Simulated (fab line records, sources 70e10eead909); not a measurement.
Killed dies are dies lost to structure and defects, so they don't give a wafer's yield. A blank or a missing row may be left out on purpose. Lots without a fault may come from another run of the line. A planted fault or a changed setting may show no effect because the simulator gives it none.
Chamber matching | flow nand_harc | NHARC_P_ZERO_WELL_ETCH_63 on rie_si-03: 4 sister chambers
The step etches the open film in HBr/Cl2, target depth 120 nm, time 40.1 s. 14 wafers are shown with their chamber, then 7 later ones without.

WAFERS WITH THEIR CHAMBER
wafer  | chamber | drypump_motor_current_A (A) | he_backside_leak_sccm (sccm) | oes_product_au (a.u.)
L074.1 | 0       | 5.4                         | 2.43                         | 0.989
L074.3 | 1       | 5.2                         | 2.53                         | 0.999
L074.6 | 2       | 6.2                         | 2.90                         | 0.982
L077.3 | 1       | 5.2                         | 2.45                         | 0.996
L077.4 | 3       | 5.9                         | 2.62                         | 0.984
L077.6 | 0       | 5.3                         | 2.45                         | 0.989
L078.2 | 2       | 6.2                         | 2.75                         | 0.972
L078.4 | 0       | 5.4                         | 2.55                         | 0.996
L078.5 | 0       | 5.3                         | 2.57                         | 0.988
L083.1 | 1       | 5.2                         | 2.41                         | 1.001
L083.3 | 0       | 5.3                         | 2.56                         | 1.005
L083.6 | 2       | 6.2                         | 3.30                         | 0.979
L089.1 | 2       | 6.2                         | 2.92                         | 0.974
L089.3 | 3       | 5.9                         | 2.62                         | 1.001

SIGNATURES (means of the wafers above)
reading                 | chamber 0 | chamber 1 | chamber 2 | chamber 3 | scatter within a chamber
drypump_motor_current_A | 5.340     | 5.200     | 6.200     | 5.900     | 0.0346
he_backside_leak_sccm   | 2.5120    | 2.4633    | 2.9675    | 2.6200    | 0.138
oes_product_au          | 0.99340   | 0.99867   | 0.97675   | 0.99250   | 0.00655
Rule: a wafer's distance from a chamber is the root of the sum, over the readings, of the square of ((its reading less the chamber's mean) divided by the reading's scatter). The wafer belongs to the nearest chamber; if the next one is less than 2 further off, it can't be placed. The scatter: the root of (the sum of the squares of (reading less its chamber's mean) over the shown wafers, divided by (wafers less chambers)).

WAFERS WITHOUT THEIR CHAMBER
wafer  | drypump_motor_current_A (A) | he_backside_leak_sccm (sccm) | oes_product_au (a.u.)
L089.6 | 5.3                         | 2.50                         | 0.996
L092.1 | 5.2                         | 2.49                         | 1.010
L092.3 | 5.9                         | 2.55                         | 1.009
L092.4 | 6.2                         | 2.82                         | 0.978
L096.2 | 5.2                         | 2.42                         | 0.999
L096.5 | 5.3                         | 2.48                         | 0.998
L096.6 | 5.8                         | 2.70                         | 0.991

WHICH CHAMBER EACH WENT THROUGH
wafer  | from the rows above     | in truth
L089.6 | can't be placed: 0 or 1 | 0
L092.1 | 1                       | 1
L092.3 | 3                       | 3
L092.4 | 2                       | 2
L096.2 | 1                       | 1
L096.5 | can't be placed: 0 or 1 | 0
L096.6 | 3                       | 3
Placed correctly: 5 of 7. Can't be placed from these rows: 2 (the true chamber is among the candidates in 2). Placed wrongly: 0.
